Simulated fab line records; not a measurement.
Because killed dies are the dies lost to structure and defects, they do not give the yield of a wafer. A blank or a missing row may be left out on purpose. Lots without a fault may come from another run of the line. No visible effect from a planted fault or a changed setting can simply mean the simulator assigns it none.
A single fault, viewed from 2 desks | flow n5 finfet | only its own numbers are on each desk; what lay behind them is given at the end

== THE METROLOGY DESK ==
What the gauges read for every lot (on any tool): the sampled wafers with a number, averaged. The brackets show how far a lot's mean lies from the usual mean; more than 4 standard deviations puts the lot out of limits, marked OUT. Readings shown: 7 of its 10, picked as those furthest out on some lot.
Columns: A = DIBL_P at N5_BEOL_M4_RC_MEAS_101, usual 36.5 mV/V; B = IOFF_N at N5_BEOL_M4_RC_MEAS_101, usual 0.154 nA/um; C = IOFF_P at N5_BEOL_M4_RC_MEAS_101, usual 0.202 nA/um; D = ION_P at N5_BEOL_M4_RC_MEAS_101, usual 460 uA/um; E = SS_N at N5_BEOL_M4_RC_MEAS_101, usual 71.6 mV/dec; F = SS_P at N5_BEOL_M4_RC_MEAS_101, usual 73.4 mV/dec; G = VT_P at N5_BEOL_M4_RC_MEAS_101, usual -251.4 mV
lot  | first seen here | A    | B     | C     | D   | E    | F    | G
L302 | day 8 04:26     | 35.3 | 0.150 | 0.179 | 453 | 72.1 | 73.0 | -252.4
L304 | day 8 14:12     | 36.4 | 0.141 | 0.161 | 446 | 71.8 | 73.6 | -256.9
L306 | day 9 02:28     | 36.3 | 0.142 | 0.196 | 464 | 71.8 | 73.2 | -250.9
L311 | day 10 04:52    | 35.4 | 0.148 | 0.209 | 466 | 71.3 | 72.5 | -250.7
L310 | day 10 08:23    | 36.4 | 0.147 | 0.191 | 460 | 71.6 | 73.2 | -250.9
L319 | day 12 06:35    | 36.9 | 0.167 | 0.226 | 458 | 72.1 | 73.3 | -250.0
L322 | day 12 23:37    | 40.8 | 0.200 | 0.252 | 460 | 72.5 | 74.1 | -248.8
L324 | day 13 17:35    | 38.4 | 0.178 | 0.208 | 458 | 71.6 | 73.7 | -251.3
L323 | day 13 22:59    | 35.3 | 0.136 | 0.202 | 463 | 71.1 | 72.5 | -249.5
This desk found nothing out of limits on any of the 9 lots.

== TOOL OWNER'S DESK, ald sin-04 ==
The tool's own readings at N5_MOL_CONTACT_COAG_ALD_133 (deposits SiO2, target thk 5 nm, pulse time 1 s, co reactant pulse time 1 s): means of the sampled wafers that have a number, for each lot that ran on this tool. The brackets show how far a lot's mean lies from the usual mean; more than 4 standard deviations puts the lot out of limits, marked OUT.
Columns: A = heater power w at N5_MOL_CONTACT_COAG_ALD_133, usual 84 W; B = precursor pulse height rel at N5_MOL_CONTACT_COAG_ALD_133, usual 1.000; C = susceptor temp C at N5_MOL_CONTACT_COAG_ALD_133, usual 100.00 C
lot  | first seen here | A  | B     | C
L304 | day 6 00:19     | 84 | 1.003 | 100.07
L306 | day 6 07:03     | 88 | 0.985 | 100.08
L311 | day 7 12:21     | 87 | 0.991 | 100.10
L310 | day 7 13:40     | 84 | 0.989 | 97.30 (-21) OUT
L322 | day 10 13:14    | 87 | 0.990 | 99.94
L324 | day 11 08:26    | 82 | 0.987 | 99.93
Finding of this desk: L310 out of limits; the first was L310 at day 7 13:40, on susceptor temp C at N5_MOL_CONTACT_COAG_ALD_133. L304, L306, L311, L322, L324: within limits.

== ALL TOGETHER ==
At day 7 13:40, on L310, the tool owner's desk was in a position to raise an alarm.
Nothing out of limits was seen by the metrology desk.
The metrology desk holds a record of L310, inside its limits.
Of the lots named, all ran N5_MOL_CONTACT_COAG_ALD_133 on ald sin-04.

== WHAT THE SIMULATOR HAD INSERTED ==
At N5_MOL_CONTACT_COAG_ALD_133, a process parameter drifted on ald sin-04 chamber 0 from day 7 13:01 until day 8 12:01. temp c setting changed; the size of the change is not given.
Lots struck among those shown: L310.
Time in hours from fault onset to the first out-of-limits reading at each desk: the tool owner's desk, 1.
